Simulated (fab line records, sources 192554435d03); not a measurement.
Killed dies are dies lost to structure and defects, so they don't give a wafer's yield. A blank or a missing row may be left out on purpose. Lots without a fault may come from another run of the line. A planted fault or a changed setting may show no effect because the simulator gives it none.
Split-lot experiment | flow n5_finfet | 7 lots, 21 wafers read, on a route of 1938 steps

THE SPLIT
At N5_BEOL_M6_ILD_DEP_00 (deposits SiCOH lowk from DEMS/porogen, target thk 179.75 nm, time 33.4 s), the setting time_s was moved away from the recipe's 33.4 s on 7 of the 21 wafers read, by -10.5% to +6.2%. The other wafers ran this setting at the recipe's value.

FROM THE SPLIT TO THE READING: what the file shows between them, 1 step
- N5_BEOL_M6_CURE_74: cures SiCOH lowk, time 240 s

THE READING
M6_ILD_THK, in nm, at N5_BEOL_M6_THK_MEAS_01. Fault-free wafers of this fab line usually give 154.9 nm, standard deviation 1.9 nm.

wafer  | tool, chamber at the split | time_s as run, s | against the recipe | M6_ILD_THK, nm | against lot-mates on the recipe
L079.1 | pecvd-03, 1                | 33.4             | recipe             | 152.7          | -
L079.2 | pecvd-03, 2                | 33.4             | recipe             | 153.3          | -
L079.5 | pecvd-03, 2                | 33.4             | recipe             | 156.9          | -
L080.1 | pecvd-04, 1                | 33.4             | recipe             | 154.8          | -
L080.3 | pecvd-04, 2                | 35.48            | +6.2%              | 163.5          | +8.7
L080.5 | pecvd-04, 0                | 35.48            | +6.2%              | 167.4          | +12.6
L084.2 | pecvd-03, 0                | 33.4             | recipe             | 154.2          | -
L084.3 | pecvd-03, 2                | 33.4             | recipe             | 155.7          | -
L084.4 | pecvd-03, 0                | 33.4             | recipe             | 155.3          | -
L088.1 | pecvd-03, 1                | 33.4             | recipe             | 156.9          | -
L088.3 | pecvd-03, 2                | 33.4             | recipe             | 155.3          | -
L088.4 | pecvd-03, 1                | 33.4             | recipe             | 157.1          | -
L089.2 | pecvd-01, 2                | 33.4             | recipe             | 155.0          | -
L089.3 | pecvd-01, 0                | 32.05            | -4.0%              | 148.4          | -6.6
L089.6 | pecvd-01, 1                | 32.05            | -4.0%              | 150.3          | -4.7
L091.3 | pecvd-01, 1                | 33.4             | recipe             | 153.1          | -
L091.4 | pecvd-01, 1                | 33.4             | recipe             | 154.6          | -
L091.6 | pecvd-01, 2                | 32.03            | -4.1%              | 151.6          | -2.2
L096.1 | pecvd-04, 0                | 29.89            | -10.5%             | 138.5          | -16.3
L096.3 | pecvd-04, 2                | 33.4             | recipe             | 154.8          | -
L096.4 | pecvd-04, 0                | 29.89            | -10.5%             | 140.9          | -13.9

THE FIT
A straight line over all 21 wafers: M6_ILD_THK changes by +1.49 nm for each +1% of time_s; r = +0.97; the points scatter about the line by 1.6 nm.
The same after taking each lot's own level away (the mean of its wafers on the recipe; 21 wafers): +1.47 nm for each +1%; r = +0.97; scatter 1.5 nm.
On that fit, the largest move of time_s shifts the reading by 15 nm.
The lots' own levels span 153.85 to 156.43 nm, that is 1.4 times the standard deviation above.
So the lot-to-lot level changes the slope little: the two slopes agree.
Check: with one of the wafers moved furthest among these (-10.5%) left out of the fit, the line predicts -14.5 nm for it against its lot-mates. It came out at -16.3 nm against them.

OTHER SPLITS ON THESE WAFERS
These wafers also went through other splits before the reading. Each is held against what the fit with the lots' levels taken away leaves over:
other split on the same wafers | wafers away from the commonest value | r with M6_ILD_THK (lot level and that fit taken away)
N5_BEOL_M2_EXPOSE_08 dose_mj   | 6                                    | +0.29
N5_BEOL_M3_COAT_67 spin_rpm    | 3                                    | +0.42
N5_BEOL_M3_COAT_22 spin_rpm    | 3                                    | +0.06
N5_BEOL_M5_VIA_ETCH_34 bias_w  | 10                                   | -0.18
N5_BEOL_M5_ETCH_41 source_w    | 4                                    | -0.59

THE WHOLE CHAIN: every reading that the file lists as answering this split, in the file's order
step                   | what it does                                                             | reading                                                                                  | change (the file's fit)              | r (the file's)
N5_BEOL_M6_ILD_DEP_00  | deposits SiCOH lowk from DEMS/porogen, target thk 179.75 nm, time 33.4 s | SiCOH_lowk_of_BEOL_M6_ILD_DEP_00.thk_nm (the simulator's own value, which no gauge read) | +1.61 nm for each +1% of the setting | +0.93
N5_BEOL_M6_CURE_74     | cures SiCOH lowk, time 240 s                                             | SiCOH_lowk_of_BEOL_M6_ILD_DEP_00.thk_nm (the simulator's own value, which no gauge read) | +1.4 nm for each +1% of the setting  | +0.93
N5_BEOL_M6_THK_MEAS_01 |                                                                          | M6_ILD_THK                                                                               | +1.41 for each +1% of the setting    | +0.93

THE FILE'S OWN FIT
M6_ILD_THK changes by +1.41 nm for each +1% of time_s, r = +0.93.
